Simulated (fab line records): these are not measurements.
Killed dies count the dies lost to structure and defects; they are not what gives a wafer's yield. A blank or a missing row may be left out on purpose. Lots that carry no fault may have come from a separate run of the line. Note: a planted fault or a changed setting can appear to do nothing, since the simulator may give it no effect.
Matching of chambers	flow nandHarc	4 sister chambers for NHARC_A_CHANNEL_HOLE_D2_ETCH_44 on rieDiel-05
The step etches the open film in CF4/O2, target depth 140 nm, overetch 14 nm, time 77 s. 18 wafers are shown with their chamber, then 9 later ones without.

## EACH WAFER AND ITS CHAMBER
wafer	chamber	showerheadPlenumPTorr (Torr)	drypumpMotorCurrentA (A)	rfVppV (V)
L075.3	2	1.38	6.13	199.5
L075.5	2	1.38	6.10	198.2
L075.6	3	1.28	6.32	196.6
L078.2	0	1.41	5.55	200.9
L078.4	0	1.41	5.53	199.6
L078.5	3	1.28	6.31	196.0
L082.1	0	1.41	5.55	200.8
L082.5	2	1.38	6.15	197.9
L082.6	3	1.28	6.27	195.9
L080.3	0	1.41	5.52	199.6
L080.5	0	1.41	5.52	198.4
L080.6	1	1.27	5.71	195.2
L087.1	1	1.26	5.75	196.7
L087.2	0	1.41	5.56	199.2
L087.3	2	1.38	6.11	200.3
L089.3	3	1.28	6.31	197.3
L089.5	3	1.28	6.29	197.9
L089.6	2	1.38	6.14	198.0

SIGNATURES (averages over the wafers above)
reading	chamber 0	chamber 1	chamber 2	chamber 3	scatter within a chamber
showerheadPlenumPTorr	1.4100	1.2650	1.3800	1.2800	0.00189
drypumpMotorCurrentA	5.5383	5.7300	6.1260	6.3000	0.02
rfVppV	199.750	195.950	198.780	196.740	0.971
Rule: for a wafer and a chamber, the distance is found by dividing, reading by reading, the gap between the wafer's reading and the chamber's mean by the reading's scatter, squaring, summing and taking the root. The wafer belongs to the nearest chamber; if the next one is less than 2 further off, it can't be placed. The scatter is the square root of a quotient: the sum, over the shown wafers, of each reading's squared deviation from its chamber's mean, divided by wafers minus chambers.

## WAFERS MISSING THEIR CHAMBER
wafer	showerheadPlenumPTorr (Torr)	drypumpMotorCurrentA (A)	rfVppV (V)
L090.1	1.28	6.31	196.6
L090.2	1.41	5.51	197.7
L090.3	1.26	5.74	196.0
L094.1	1.28	6.31	196.8
L094.3	1.38	6.09	199.6
L094.4	1.26	5.74	196.2
L097.1	1.26	5.74	194.7
L097.2	1.41	5.54	198.8
L097.5	1.28	6.31	197.6

## WHICH CHAMBER EACH WENT THROUGH
wafer	from the rows above	in truth
L090.1	3	3
L090.2	0	0
L090.3	1	1
L094.1	3	3
L094.3	2	2
L094.4	1	1
L097.1	1	1
L097.2	0	0
L097.5	3	3
9 of 9 placed correctly. Left unplaced by these rows: 0. 0 placed wrongly.
